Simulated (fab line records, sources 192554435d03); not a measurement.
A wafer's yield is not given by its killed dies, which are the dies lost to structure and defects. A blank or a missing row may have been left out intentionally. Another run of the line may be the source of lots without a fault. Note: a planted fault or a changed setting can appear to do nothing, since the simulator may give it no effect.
Which tool did it? | flow n5 finfet | 11 lots, 31 wafers sampled, at 5 steps of a route of 1938

## WHAT THE GAUGES SHOWED, per wafer
N5_BEOL_M2_RS_MEAS_58: uses a four-point probe to measure. Usual: M2_RS 0.65 ohm/sq, standard deviation 0.033.
lot  | measured     | on            | M2_RS (ohm/sq) | flag
L858 | day 7 10:35  | film metro-02 | 0.65 0.63 0.65 |
L860 | day 8 01:23  | film metro-01 | 0.60 0.67 0.62 |
L859 | day 8 05:50  | film metro-01 | 0.65 0.62 0.59 |
L862 | day 8 08:49  | film metro-02 | 0.63 0.72 0.65 |
L863 | day 8 15:55  | film metro-02 | 0.67 0.64      |
L876 | day 11 20:00 | film metro-01 | 0.64 0.63 0.67 |
L877 | day 11 21:24 | film metro-01 | 0.60 0.65      |
L881 | day 13 01:08 | film metro-02 | 0.67 0.73 0.73 |
L878 | day 13 02:17 | film metro-02 | 0.63 0.64 0.67 |
L880 | day 13 04:58 | film metro-01 | 0.63 0.71 0.65 |
L879 | day 13 08:59 | film metro-01 | 0.62 0.69 0.64 |

N5_BEOL_M4_RC_MEAS_101. Usual: DIBL_N 36.7 mV/V, standard deviation 2.6; DIBL_P 36.9 mV/V, standard deviation 2.8; IOFF_N 0.17 nA/um, standard deviation 0.043; IOFF_P 0.22 nA/um, standard deviation 0.05; ION_N 678 uA/um, standard deviation 15; ION_P 465 uA/um, standard deviation 9.2; SS_N 71.6 mV/dec, standard deviation 0.79; SS_P 73.5 mV/dec, standard deviation 0.82; VT_N 250 mV, standard deviation 3.9; VT_P -250 mV, standard deviation 3.7.
lot  | measured     | on        | DIBL_N (mV/V)  | DIBL_P (mV/V)  | IOFF_N (nA/um) | IOFF_P (nA/um) | ION_N (uA/um) | ION_P (uA/um) | SS_N (mV/dec)  | SS_P (mV/dec)  | VT_N (mV)   | VT_P (mV)      | flag
L858 | day 8 08:59  | prober-01 | 34.5 37.9 41.6 | 35.8 39.5 44.6 | 0.14 0.19 0.29 | 0.18 0.24 0.33 | 677 684 692   | 468 463 466   | 71.0 72.8 73.9 | 73.3 74.0 74.8 | 251 251 246 | -254 -250 -247 |
L860 | day 8 23:42  | prober-02 | 36.1 35.9 37.1 | 37.0 36.4 37.0 | 0.16 0.14 0.16 | 0.18 0.17 0.17 | 697 662 690   | 466 446 459   | 71.5 71.6 71.8 | 73.2 73.2 74.1 | 248 254 251 | -254 -255 -257 |
L859 | day 9 03:24  | prober-02 | 34.3 34.4 35.2 | 34.6 35.3 35.6 | 0.15 0.14 0.15 | 0.21 0.21 0.21 | 681 678 685   | 469 467 469   | 71.6 70.9 71.4 | 72.6 72.8 73.2 | 248 251 251 | -249 -253 -249 |
L862 | day 9 05:26  | prober-01 | 35.0 36.3 37.1 | 34.6 36.8 37.3 | 0.14 0.15 0.18 | 0.17 0.19 0.20 | 680 682 694   | 466 467 468   | 70.4 71.4 71.7 | 72.9 72.9 72.9 | 250 250 247 | -253 -254 -253 |
L863 | day 10 06:31 | prober-02 | 33.7 36.4      | 34.1 36.0      | 0.11 0.16      | 0.17 0.21      | 662 685       | 461 469       | 71.0 72.4      | 73.3 74.1      | 254 253     | -252 -250      |
L876 | day 13 04:05 | prober-01 | 36.0 36.9 35.1 | 36.6 37.5 34.9 | 0.15 0.18 0.14 | 0.22 0.25 0.19 | 670 671 660   | 467 460 451   | 71.3 71.8 71.2 | 73.3 74.7 73.2 | 248 247 249 | -248 -247 -253 |
L877 | day 13 12:34 | prober-02 | 33.9 32.4      | 34.0 32.2      | 0.12 0.11      | 0.17 0.16      | 663 675       | 449 465       | 71.5 70.7      | 72.6 71.9      | 252 252     | -251 -254      |
L881 | day 13 21:44 | prober-02 | 36.5 39.4 36.1 | 37.1 40.4 36.5 | 0.14 0.18 0.13 | 0.20 0.25 0.18 | 683 673 667   | 469 464 456   | 71.2 71.8 71.5 | 73.3 74.1 72.9 | 255 252 253 | -253 -251 -253 |
L878 | day 14 00:41 | prober-02 | 38.8 36.5 39.8 | 37.9 35.2 39.3 | 0.20 0.15 0.24 | 0.24 0.21 0.28 | 690 664 703   | 475 454 470   | 71.3 70.6 71.8 | 74.6 73.6 74.4 | 244 251 244 | -248 -248 -248 |
L880 | day 14 00:39 | prober-01 | 31.9 35.5 32.5 | 32.4 36.8 32.3 | 0.11 0.16 0.11 | 0.16 0.20 0.15 | 661 670 652   | 461 451 453   | 70.0 71.8 70.7 | 73.0 73.0 71.9 | 254 248 254 | -252 -249 -255 |
L879 | day 14 22:46 | prober-01 | 36.3 38.8 40.2 | 36.2 39.3 40.5 | 0.13 0.18 0.20 | 0.19 0.23 0.26 | 660 690 685   | 460 476 469   | 71.8 71.4 72.3 | 73.1 73.8 73.9 | 254 248 248 | -255 -250 -250 |

## TOOL THAT RAN EACH LOT (tool first, then ch and the chambers of the sampled wafers, then the start)
lot  | N5_BEOL_M2_ANNEAL_51             | N5_BEOL_M2_CO_CAP_55             | N5_BEOL_M2_DEP_57
L858 | rtp anneal-02 ch 0, day 7 09:49  | cvd co-02 ch 0,1,2, day 7 10:25  | pecvd-04 ch 0,1,2, day 7 10:31
L860 | rtp anneal-02 ch 0, day 8 00:22  | cvd co-01 ch 0,1,2, day 8 01:12  | pecvd-03 ch 0,1,2, day 8 01:19
L859 | rtp anneal-01 ch 0, day 8 05:05  | cvd co-02 ch 0,2, day 8 05:40    | pecvd-04 ch 1,2, day 8 05:46
L862 | rtp anneal-01 ch 0, day 8 07:57  | cvd co-01 ch 1,2, day 8 08:37    | pecvd-04 ch 0,1,2, day 8 08:44
L863 | rtp anneal-02 ch 0, day 8 15:07  | cvd co-01 ch 0,1, day 8 15:44    | pecvd-04 ch 0,2, day 8 15:52
L876 | rtp anneal-02 ch 0, day 11 19:09 | cvd co-01 ch 0,1,2, day 11 19:49 | pecvd-03 ch 0,1,2, day 11 19:56
L877 | rtp anneal-02 ch 0, day 11 20:35 | cvd co-01 ch 1,2, day 11 21:13   | pecvd-01 ch 0,1, day 11 21:20
L881 | rtp anneal-01 ch 0, day 13 00:19 | cvd co-01 ch 0,1, day 13 00:56   | pecvd-01 ch 0,1, day 13 01:04
L878 | rtp anneal-01 ch 0, day 13 01:26 | cvd co-02 ch 1,2, day 13 02:06   | pecvd-04 ch 0,1,2, day 13 02:13
L880 | rtp anneal-02 ch 0, day 13 04:07 | cvd co-01 ch 0,1,2, day 13 04:47 | pecvd-01 ch 0,1,2, day 13 04:54
L879 | rtp anneal-01 ch 0, day 13 08:06 | cvd co-02 ch 1,2, day 13 08:46   | pecvd-03 ch 1,2, day 13 08:54
- N5_BEOL_M2_ANNEAL_51: time 90 s.
- N5_BEOL_M2_CO_CAP_55: material Co, precursor CCTBA/H2, target thk 2 nm, time 102.1 s.
- N5_BEOL_M2_DEP_57: deposits SiCN from 3MS/NH3, target thk 8 nm, time 14 s.

## AS READ BY THE TOOLS THEMSELVES (means over the sampled wafers that have a number; for cases with no such wafer, the mark the record gives instead)
N5_BEOL_M2_ANNEAL_51. Usual: 226.4 for wafer_temp_C_max, sd 0.38.
lot  | tool          | wafer_temp_C_max | flag
L858 | rtp anneal-02 | 226.1            |
L860 | rtp anneal-02 | 226.2            |
L859 | rtp anneal-01 | 226.9            |
L862 | rtp anneal-01 | 226.9            |
L863 | rtp anneal-02 | 226.1            |
L876 | rtp anneal-02 | 226.3            |
L877 | rtp anneal-02 | 226.1            |
L881 | rtp anneal-01 | 226.7            |
L878 | rtp anneal-01 | 226.4            |
L880 | rtp anneal-02 | 226.1            |
L879 | rtp anneal-01 | 226.4            |

N5_BEOL_M2_CO_CAP_55. Usual: heater power w 247 W, standard deviation 22; run length s 125.0 s, standard deviation 0.62; susceptor temp C 199.99 C, standard deviation 0.17.
lot  | tool      | heater power w (W) | run length s (s) | susceptor temp C (C) | flag
L858 | cvd co-02 | 252                | 125.2            | 199.87               |
L860 | cvd co-01 | 239                | 124.9            | 199.97               |
L859 | cvd co-02 | 232                | 125.1            | 199.96               |
L862 | cvd co-01 | 234                | 105.8            | 200.07               | OFF
L863 | cvd co-01 | 246                | 95.8             | 200.05               | OFF
L876 | cvd co-01 | 238                | 125.2            | 200.07               |
L877 | cvd co-01 | 236                | 125.0            | 200.11               |
L881 | cvd co-01 | 242                | 125.6            | 199.96               |
L878 | cvd co-02 | 268                | 124.9            | 200.00               |
L880 | cvd co-01 | 240                | 125.4            | 199.77               |
L879 | cvd co-02 | 265                | 125.0            | 199.89               |

N5_BEOL_M2_DEP_57. Usual: showerhead plenum p Torr 3.657 Torr, standard deviation 0.0089; throttle valve pct 9.1 %, standard deviation 0.66.
lot  | tool     | showerhead plenum p Torr (Torr) | throttle valve pct (%) | flag
L858 | pecvd-04 | 3.657                           | 8.7                    |
L860 | pecvd-03 | 3.654                           | 9.4                    |
L859 | pecvd-04 | 3.655                           | 8.8                    |
L862 | pecvd-04 | 3.657                           | 8.7                    |
L863 | pecvd-04 | 3.656                           | 8.8                    |
L876 | pecvd-03 | 3.660                           | 9.5                    |
L877 | pecvd-01 | 3.656                           | 10.4                   |
L881 | pecvd-01 | 3.658                           | 10.2                   |
L878 | pecvd-04 | 3.659                           | 8.7                    |
L880 | pecvd-01 | 3.652                           | 9.7                    |
L879 | pecvd-03 | 3.661                           | 9.5                    |

## THE ANSWER, worked out from the rows above alone
Rule: take the mean of a lot's wafers that have a number; if it is more than 3 standard deviations from the usual mean, the lot is off. A lot without any number at a reading at which 4 lots or more have one is off too. All remaining lots with rows at the step are treated as sound. After the gauges, taken in route order, come the tools' own readings; for these a lot's mean is taken, as printed above. The first step at which some lot is off is used, and at that step the reading that is off furthest; a lot without a number counts as furthest.
Off, at N5_BEOL_M2_CO_CAP_55 on run length s: L862, L863.
If a tool, at that step or one of the process steps before it, ran each lot that is off and ran no sound lot following the first of them, it fits. No candidate that was tried fits.

## WHAT THE SIMULATOR HAD PUT IN
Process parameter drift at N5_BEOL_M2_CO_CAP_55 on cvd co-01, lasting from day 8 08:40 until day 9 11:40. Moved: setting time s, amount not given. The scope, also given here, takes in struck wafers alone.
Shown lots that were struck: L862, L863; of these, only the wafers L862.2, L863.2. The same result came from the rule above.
